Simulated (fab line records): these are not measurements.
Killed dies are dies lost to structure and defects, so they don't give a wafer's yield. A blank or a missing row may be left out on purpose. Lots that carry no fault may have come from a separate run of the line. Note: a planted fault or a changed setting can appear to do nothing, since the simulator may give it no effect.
Which tool was responsible? :: flow nand-harc :: 11 lots with 33 wafers sampled at 6 steps, on a route of 1159 steps

## WHAT THE GAUGES SHOWED, per wafer
NHARC_P_M1_INSPECT_11. Usual: 4.0 for raw-defect-count, sd 2.4.
lot: L238
measured: day 6 09:52
on: defect-inspect-01
raw-defect-count: 5 1 8
flag: 

lot: L239
measured: day 6 10:13
on: defect-inspect-01
raw-defect-count: 3 6 5
flag: 

lot: L241
measured: day 6 13:16
on: defect-inspect-02
raw-defect-count: 4 3 4
flag: 

lot: L240
measured: day 6 15:19
on: defect-inspect-01
raw-defect-count: 5 9 10
flag: 

lot: L243
measured: day 7 04:46
on: defect-inspect-02
raw-defect-count: 3 1 1
flag: 

lot: L247
measured: day 8 06:16
on: defect-inspect-01
raw-defect-count: 1 4 4
flag: 

lot: L253
measured: day 10 00:17
on: defect-inspect-02
raw-defect-count: 9 10 10
flag: 

lot: L254
measured: day 10 03:43
on: defect-inspect-01
raw-defect-count: 4 2 7
flag: 

lot: L255
measured: day 10 07:59
on: defect-inspect-02
raw-defect-count: 280 264 261
flag: OFF

lot: L258
measured: day 10 22:58
on: defect-inspect-01
raw-defect-count: 248 265 264
flag: OFF

lot: L260
measured: day 11 08:46
on: defect-inspect-01
raw-defect-count: 2 1 4
flag: 

NHARC_END_SORT_01. Usual: defect-limited-yield 95.3 %, standard deviation 1.3; killed-at-array 28, standard deviation 9.1; killed-at-other 0.6, standard deviation 0.87; killed-at-periphery 3.4, standard deviation 2.7; killed-dies 32, standard deviation 9; killed-open 3.2, standard deviation 1.9; killed-short 2.0, standard deviation 1.3; sort_bin_2_pct 1.5 %, standard deviation 0.57; sort_bin_3_pct 0.26 %, standard deviation 0.22; sort_bin_4_pct 2.9 %, standard deviation 0.91; sort-n-pass 645, standard deviation 9; sort-rim-yield-pct 93 %, standard deviation 3.3; sort-yield-pct 95.3 %, standard deviation 1.3.
lot: L255
measured: day 25 11:58
on: prober-02
defect-limited-yield (%): 84.0 84.9 87.1
killed-at-array: 31 28 20
killed-at-other: 1 0 0
killed-at-periphery: 76 74 67
killed-dies: 108 102 87
killed-open: 5 1 2
killed-short: 2 3 4
sort_bin_2_pct (%): 6.5 6.8 5.2
sort_bin_3_pct (%): 2.66 1.33 2.66
sort_bin_4_pct (%): 6.8 6.9 5.0
sort-n-pass: 569 575 590
sort-rim-yield-pct (%): 89 96 95
sort-yield-pct (%): 84.0 84.9 87.1
flag: OFF

lot: L258
measured: day 25 21:22
on: prober-02
defect-limited-yield (%): 86.1 86.1 85.7
killed-at-array: 25 24 23
killed-at-other: 1 0 0
killed-at-periphery: 68 70 74
killed-dies: 94 94 97
killed-open: 3 1 1
killed-short: 1 3 1
sort_bin_2_pct (%): 6.2 6.8 6.9
sort_bin_3_pct (%): 1.62 1.48 1.92
sort_bin_4_pct (%): 6.1 5.6 5.5
sort-n-pass: 583 583 580
sort-rim-yield-pct (%): 89 87 91
sort-yield-pct (%): 86.1 86.1 85.7
flag: OFF

## TOOL THAT RAN EACH LOT (tool first, then ch and the chambers of the sampled wafers, then the start)
lot: L238
NHARC_P_M0_ETCH_34: rie-diel-12 ch 0,2,3, day 6 05:47
NHARC_P_M1_DEP_00: pecvd-02 ch 0,1,2, day 6 08:58
NHARC_P_M1_ETCH_15: rie-diel-03 ch 1,2,3, no start
NHARC_P_M1_ETCH_28: rie-diel-03 ch 0,2,3, no start

lot: L239
NHARC_P_M0_ETCH_34: rie-diel-02 ch 0,1,2, day 6 06:16
NHARC_P_M1_DEP_00: pecvd-04 ch 0,1, day 6 09:21
NHARC_P_M1_ETCH_15: rie-diel-04 ch 0,2,3, no start
NHARC_P_M1_ETCH_28: rie-diel-04 ch 1,2,3, no start

lot: L241
NHARC_P_M0_ETCH_34: rie-diel-11 ch 1,2,3, day 6 09:29
NHARC_P_M1_DEP_00: pecvd-04 ch 0,1,2, day 6 12:25
NHARC_P_M1_ETCH_15: rie-diel-04 ch 0,2,3, no start
NHARC_P_M1_ETCH_28: rie-diel-03 ch 0,1,2, no start

lot: L240
NHARC_P_M0_ETCH_34: rie-diel-02 ch 1,2,3, day 6 11:21
NHARC_P_M1_DEP_00: pecvd-03 ch 0,1,2, day 6 14:21
NHARC_P_M1_ETCH_15: rie-diel-08 ch 0,2,3, no start
NHARC_P_M1_ETCH_28: rie-diel-04 ch 0,2,3, no start

lot: L243
NHARC_P_M0_ETCH_34: rie-diel-02 ch 0,1,2, day 7 00:52
NHARC_P_M1_DEP_00: pecvd-02 ch 0,1,2, day 7 03:50
NHARC_P_M1_ETCH_15: rie-diel-08 ch 0,2,3, no start
NHARC_P_M1_ETCH_28: rie-diel-03 ch 0,2,3, no start

lot: L247
NHARC_P_M0_ETCH_34: rie-diel-11 ch 0,1,2, day 8 02:17
NHARC_P_M1_DEP_00: pecvd-02 ch 0,1,2, day 8 05:25
NHARC_P_M1_ETCH_15: rie-diel-04 ch 0,1,2, no start
NHARC_P_M1_ETCH_28: rie-diel-04 ch 0,2,3, no start

lot: L253
NHARC_P_M0_ETCH_34: rie-diel-12 ch 0,1,2, day 9 20:23
NHARC_P_M1_DEP_00: pecvd-03 ch 1,2, day 9 23:23
NHARC_P_M1_ETCH_15: rie-diel-08 ch 0,1, no start
NHARC_P_M1_ETCH_28: rie-diel-04 ch 0,1,2, no start

lot: L254
NHARC_P_M0_ETCH_34: rie-diel-02 ch 0,1, day 9 23:44
NHARC_P_M1_DEP_00: pecvd-04 ch 0,2, day 10 02:53
NHARC_P_M1_ETCH_15: rie-diel-08 ch 1,3, no start
NHARC_P_M1_ETCH_28: rie-diel-04 ch 0,2,3, no start

lot: L255
NHARC_P_M0_ETCH_34: rie-diel-12 ch 0,1,3, day 10 04:01
NHARC_P_M1_DEP_00: pecvd-02 ch 0,1, day 10 07:01
NHARC_P_M1_ETCH_15: rie-diel-04 ch 0,1, day 25 11:58 or earlier
NHARC_P_M1_ETCH_28: rie-diel-03 ch 0,1,2, day 25 11:58 or earlier

lot: L258
NHARC_P_M0_ETCH_34: rie-diel-02 ch 0,1, day 10 19:04
NHARC_P_M1_DEP_00: pecvd-02 ch 0,1, day 10 22:01
NHARC_P_M1_ETCH_15: rie-diel-08 ch 1,3, day 25 21:22 or earlier
NHARC_P_M1_ETCH_28: rie-diel-03 ch 0,1, day 25 21:22 or earlier

lot: L260
NHARC_P_M0_ETCH_34: rie-diel-11 ch 0,1,3, day 11 04:53
NHARC_P_M1_DEP_00: pecvd-04 ch 0,1,2, day 11 07:49
NHARC_P_M1_ETCH_15: rie-diel-04 ch 1,2,3, no start
NHARC_P_M1_ETCH_28: rie-diel-03 ch 0,1,3, no start
- NHARC_P_M0_ETCH_34: etches the open film in N2/H2, target depth 40 nm, overetch 12 nm, time 43.94 s.
- NHARC_P_M1_DEP_00: deposits SiOC, target thk 182.5 nm.
- NHARC_P_M1_ETCH_15: etches the open film in C4F8/Ar, target depth 182.5 nm, time 91.2 s.
- NHARC_P_M1_ETCH_28: etches the open film in CF4/N2, target depth 30 nm, time 72.99 s.

## AS READ BY THE TOOLS THEMSELVES (means over the sampled wafers that have a number; for cases with no such wafer, the mark the record gives instead)
NHARC_P_M0_ETCH_34. Usual: drypump-motor-current-A 5.7 A, standard deviation 0.43; oes-product-au 1.001 a.u., standard deviation 0.0083; rf-vpp-V 431.3 V, standard deviation 2.3; showerhead-plenum-p-Torr 2.07 Torr, standard deviation 0.076; throttle-valve-pct 14.172 %, standard deviation 0.0088.
lot: L238
tool: rie-diel-12
drypump-motor-current-A (A): 6.2
oes-product-au (a.u.): 1.005
rf-vpp-V (V): 428.4
showerhead-plenum-p-Torr (Torr): 1.97
throttle-valve-pct (%): 14.167
flag: 

lot: L239
tool: rie-diel-02
drypump-motor-current-A (A): 5.8
oes-product-au (a.u.): 0.997
rf-vpp-V (V): 431.6
showerhead-plenum-p-Torr (Torr): 2.11
throttle-valve-pct (%): 14.173
flag: 

lot: L241
tool: rie-diel-11
drypump-motor-current-A (A): 5.3
oes-product-au (a.u.): 0.997
rf-vpp-V (V): 430.6
showerhead-plenum-p-Torr (Torr): 2.04
throttle-valve-pct (%): 14.173
flag: 

lot: L240
tool: rie-diel-02
drypump-motor-current-A (A): 5.7
oes-product-au (a.u.): 0.999
rf-vpp-V (V): 431.8
showerhead-plenum-p-Torr (Torr): 2.09
throttle-valve-pct (%): 14.174
flag: 

lot: L243
tool: rie-diel-02
drypump-motor-current-A (A): 5.8
oes-product-au (a.u.): 0.996
rf-vpp-V (V): 433.2
showerhead-plenum-p-Torr (Torr): 2.11
throttle-valve-pct (%): 14.173
flag: 

lot: L247
tool: rie-diel-11
drypump-motor-current-A (A): 5.4
oes-product-au (a.u.): 0.994
rf-vpp-V (V): 429.5
showerhead-plenum-p-Torr (Torr): 2.03
throttle-valve-pct (%): 14.174
flag: 

lot: L253
tool: rie-diel-12
drypump-motor-current-A (A): 6.1
oes-product-au (a.u.): 1.001
rf-vpp-V (V): 432.0
showerhead-plenum-p-Torr (Torr): 2.05
throttle-valve-pct (%): 14.175
flag: 

lot: L254
tool: rie-diel-02
drypump-motor-current-A (A): 6.1
oes-product-au (a.u.): 1.004
rf-vpp-V (V): 432.8
showerhead-plenum-p-Torr (Torr): 2.13
throttle-valve-pct (%): 14.175
flag: 

lot: L255
tool: rie-diel-12
drypump-motor-current-A (A): 6.1
oes-product-au (a.u.): 1.003
rf-vpp-V (V): 428.5
showerhead-plenum-p-Torr (Torr): 1.99
throttle-valve-pct (%): 14.174
flag: 

lot: L258
tool: rie-diel-02
drypump-motor-current-A (A): 6.2
oes-product-au (a.u.): 0.999
rf-vpp-V (V): 432.2
showerhead-plenum-p-Torr (Torr): 2.11
throttle-valve-pct (%): 14.165
flag: 

lot: L260
tool: rie-diel-11
drypump-motor-current-A (A): 5.5
oes-product-au (a.u.): 0.998
rf-vpp-V (V): 428.9
showerhead-plenum-p-Torr (Torr): 2.00
throttle-valve-pct (%): 14.170
flag: 

NHARC_P_M1_ETCH_15. Usual: oes-product-au 0.955 a.u., standard deviation 0.022; rf-vpp-V 440.7 V, standard deviation 2.3.
lot: L238
tool: rie-diel-03
oes-product-au (a.u.): 0.968
rf-vpp-V (V): 441.9
flag: 

lot: L239
tool: rie-diel-04
oes-product-au (a.u.): 0.973
rf-vpp-V (V): 440.7
flag: 

lot: L241
tool: rie-diel-04
oes-product-au (a.u.): 0.965
rf-vpp-V (V): 440.7
flag: 

lot: L240
tool: rie-diel-08
oes-product-au (a.u.): 0.971
rf-vpp-V (V): 440.2
flag: 

lot: L243
tool: rie-diel-08
oes-product-au (a.u.): 0.966
rf-vpp-V (V): 440.2
flag: 

lot: L247
tool: rie-diel-04
oes-product-au (a.u.): 0.956
rf-vpp-V (V): 441.1
flag: 

lot: L253
tool: rie-diel-08
oes-product-au (a.u.): 0.943
rf-vpp-V (V): 441.1
flag: 

lot: L254
tool: rie-diel-08
oes-product-au (a.u.): 0.973
rf-vpp-V (V): 440.0
flag: 

lot: L255
tool: rie-diel-04
oes-product-au (a.u.): 0.965
rf-vpp-V (V): 440.3
flag: 

lot: L258
tool: rie-diel-08
oes-product-au (a.u.): 0.971
rf-vpp-V (V): 439.8
flag: 

lot: L260
tool: rie-diel-04
oes-product-au (a.u.): 0.921
rf-vpp-V (V): 442.9
flag: 

NHARC_P_M1_ETCH_28. Usual: cf4-flow-sccm 49.97 sccm, standard deviation 0.15; drypump-motor-current-A 5.7 A, standard deviation 0.4; oes-product-au 1.000 a.u., standard deviation 0.009; rf-vpp-V 314.1 V, standard deviation 2; showerhead-plenum-p-Torr 2.62 Torr, standard deviation 0.11; throttle-valve-pct 19.795 %, standard deviation 0.01.
lot: L238
tool: rie-diel-03
cf4-flow-sccm (sccm): 50.01
drypump-motor-current-A (A): 5.4
oes-product-au (a.u.): 0.997
rf-vpp-V (V): 315.6
showerhead-plenum-p-Torr (Torr): 2.68
throttle-valve-pct (%): 19.793
flag: 

lot: L239
tool: rie-diel-04
cf4-flow-sccm (sccm): 50.08
drypump-motor-current-A (A): 5.8
oes-product-au (a.u.): 1.012
rf-vpp-V (V): 315.0
showerhead-plenum-p-Torr (Torr): 2.68
throttle-valve-pct (%): 19.794
flag: 

lot: L241
tool: rie-diel-03
cf4-flow-sccm (sccm): 50.01
drypump-motor-current-A (A): 5.5
oes-product-au (a.u.): 1.003
rf-vpp-V (V): 313.3
showerhead-plenum-p-Torr (Torr): 2.59
throttle-valve-pct (%): 19.799
flag: 

lot: L240
tool: rie-diel-04
cf4-flow-sccm (sccm): 49.94
drypump-motor-current-A (A): 5.5
oes-product-au (a.u.): 1.001
rf-vpp-V (V): 313.5
showerhead-plenum-p-Torr (Torr): 2.61
throttle-valve-pct (%): 19.794
flag: 

lot: L243
tool: rie-diel-03
cf4-flow-sccm (sccm): 50.02
drypump-motor-current-A (A): 5.4
oes-product-au (a.u.): 1.001
rf-vpp-V (V): 314.8
showerhead-plenum-p-Torr (Torr): 2.68
throttle-valve-pct (%): 19.796
flag: 

lot: L247
tool: rie-diel-04
cf4-flow-sccm (sccm): 50.02
drypump-motor-current-A (A): 5.5
oes-product-au (a.u.): 1.003
rf-vpp-V (V): 313.9
showerhead-plenum-p-Torr (Torr): 2.61
throttle-valve-pct (%): 19.791
flag: 

lot: L253
tool: rie-diel-04
cf4-flow-sccm (sccm): 49.88
drypump-motor-current-A (A): 5.8
oes-product-au (a.u.): 0.996
rf-vpp-V (V): 313.7
showerhead-plenum-p-Torr (Torr): 2.63
throttle-valve-pct (%): 19.793
flag: 

lot: L254
tool: rie-diel-04
cf4-flow-sccm (sccm): 50.01
drypump-motor-current-A (A): 5.5
oes-product-au (a.u.): 0.991
rf-vpp-V (V): 314.1
showerhead-plenum-p-Torr (Torr): 2.61
throttle-valve-pct (%): 19.808
flag: 

lot: L255
tool: rie-diel-03
cf4-flow-sccm (sccm): 49.80
drypump-motor-current-A (A): 5.5
oes-product-au (a.u.): 1.005
rf-vpp-V (V): 313.7
showerhead-plenum-p-Torr (Torr): 2.58
throttle-valve-pct (%): 19.786
flag: 

lot: L258
tool: rie-diel-03
cf4-flow-sccm (sccm): 50.05
drypump-motor-current-A (A): 5.7
oes-product-au (a.u.): 1.001
rf-vpp-V (V): 311.8
showerhead-plenum-p-Torr (Torr): 2.49
throttle-valve-pct (%): 19.790
flag: 

lot: L260
tool: rie-diel-03
cf4-flow-sccm (sccm): 50.00
drypump-motor-current-A (A): 5.6
oes-product-au (a.u.): 1.008
rf-vpp-V (V): 313.6
showerhead-plenum-p-Torr (Torr): 2.58
throttle-valve-pct (%): 19.789
flag: 

## THE ANSWER, worked out from the rows above alone
Rule: a lot counts as off when the mean over its wafers that have a number is more than 3 standard deviations away from the usual mean. Also off: a lot with no number at a reading for which 4 or more lots have one. All remaining lots with rows at the step are treated as sound. After the gauges, taken in route order, come the tools' own readings; for these a lot's mean is taken, as printed above. At the first step where some lot is off, the reading lying furthest off is the one used; lots without a number count as furthest.
Off: L255, L258, at NHARC_P_M1_INSPECT_11 (raw-defect-count).
A tool fits if, at a process step before that reading, it ran every lot that is off, and no sound lot after the first of them. Not tried: the gauges at NHARC_P_M1_INSPECT_11; whatever is off there is also off at NHARC_END_SORT_01, on other tools, and gauge error can't account for it. One candidate fits, namely pecvd-02 at NHARC_P_M1_DEP_00. Its last sound lot is L247 (day 8 05:25), its first lot that is off L255 (day 10 07:01): a fault that began between those two fits.

## WHAT HAD BEEN PUT IN BY THE SIMULATOR
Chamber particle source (pecvd-02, NHARC_P_M1_DEP_00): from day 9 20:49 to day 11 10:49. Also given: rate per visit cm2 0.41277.
Shown lots that were struck: L255, L258. The rule above reached the same finding.
